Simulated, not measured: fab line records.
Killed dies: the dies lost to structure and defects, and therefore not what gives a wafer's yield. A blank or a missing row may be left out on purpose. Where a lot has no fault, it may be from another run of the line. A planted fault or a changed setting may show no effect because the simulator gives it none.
What tool caused it?	flow nand-harc	6 lots with 18 wafers sampled at 3 steps, on a route of 1302 steps

## WHAT EACH GAUGE READ, for each wafer
NHARC_A_DECK1_JOINT_THK_MEAS_17: measures by ellipsometry.
lot	measured	on	thk-nm (nm)
L406	day 13 06:56	film-metro-02	43.8 44.5 44.5
L408	day 13 19:04	film-metro-01	46.7 45.0 42.1
L410	day 14 23:34	film-metro-01	43.8 45.7 44.5
L416	day 17 11:26	film-metro-02	44.4 44.6 45.6
L422	day 19 10:19	film-metro-02	58.8 57.5 56.5
L427	day 21 13:49	film-metro-01	46.1 44.5 45.6

## EACH LOT AND THE TOOL THAT RAN IT (in order: tool; ch and the chambers of the sampled wafers; start)
lot	NHARC_A_CHANNEL_FILL_D1_ALD_15	NHARC_A_DECK1_JOINT_DEP_16
L406	ald-sin-batch-03 ch 0, day 13 06:38 or earlier	pecvd-01 ch 0,1, day 13 06:38
L408	ald-sin-batch-02 ch 0, day 13 18:47 or earlier	pecvd-02 ch 0,1,2, day 13 18:47
L410	ald-sin-batch-02 ch 0, day 14 23:19 or earlier	pecvd-01 ch 0,2, day 14 23:19
L416	ald-sin-batch-01 ch 0, day 17 11:11 or earlier	pecvd-02 ch 0,2, day 17 11:11
L422	ald-sin-batch-01 ch 0, day 19 10:02 or earlier	pecvd-01 ch 0,1,2, day 19 10:02
L427	ald-sin-batch-01 ch 0, day 18 10:44	pecvd-02 ch 0,2, day 21 13:30
- NHARC_A_CHANNEL_FILL_D1_ALD_15: deposits SiNx, target thk 2 nm, pulse time 60 s, ald cycles 19.
- NHARC_A_DECK1_JOINT_DEP_16: deposits SiO2, target thk 45 nm.

## THE ANSWER, worked out from the rows above alone
Rule: usual is defined by the lots themselves. Put in order of their means at a reading, lots are off if they are a third of the lots or fewer, leave a main group of 4 or more, and stand apart from it by a gap of 3 or more times the standard deviation of the main group's means; of several such gaps the widest counts. A main group whose means are all the same, to the digits that the tables above print for the reading, isn't used. A lot without any number at a reading at which 4 lots or more have one is off too. The other lots that the step has rows for count as sound.
Off at NHARC_A_DECK1_JOINT_THK_MEAS_17 (thk-nm): L422. Mean 44.8 nm and standard deviation 0.37 in the main group.
If a tool, at a process step before that reading, ran all the lots that are off and no sound lot after the first of them, it fits. Those tools and the gauges at NHARC_A_DECK1_JOINT_THK_MEAS_17 are tried in the same way. NHARC_A_CHANNEL_FILL_D1_ALD_15: start missing for some lots; hours and lot order therefore follow NHARC_A_DECK1_JOINT_DEP_16. This does not decide it: 2 tools fit, namely pecvd-01 at NHARC_A_DECK1_JOINT_DEP_16 and film-metro-02 at NHARC_A_DECK1_JOINT_THK_MEAS_17.

## WHAT WAS PUT IN BY THE SIMULATOR
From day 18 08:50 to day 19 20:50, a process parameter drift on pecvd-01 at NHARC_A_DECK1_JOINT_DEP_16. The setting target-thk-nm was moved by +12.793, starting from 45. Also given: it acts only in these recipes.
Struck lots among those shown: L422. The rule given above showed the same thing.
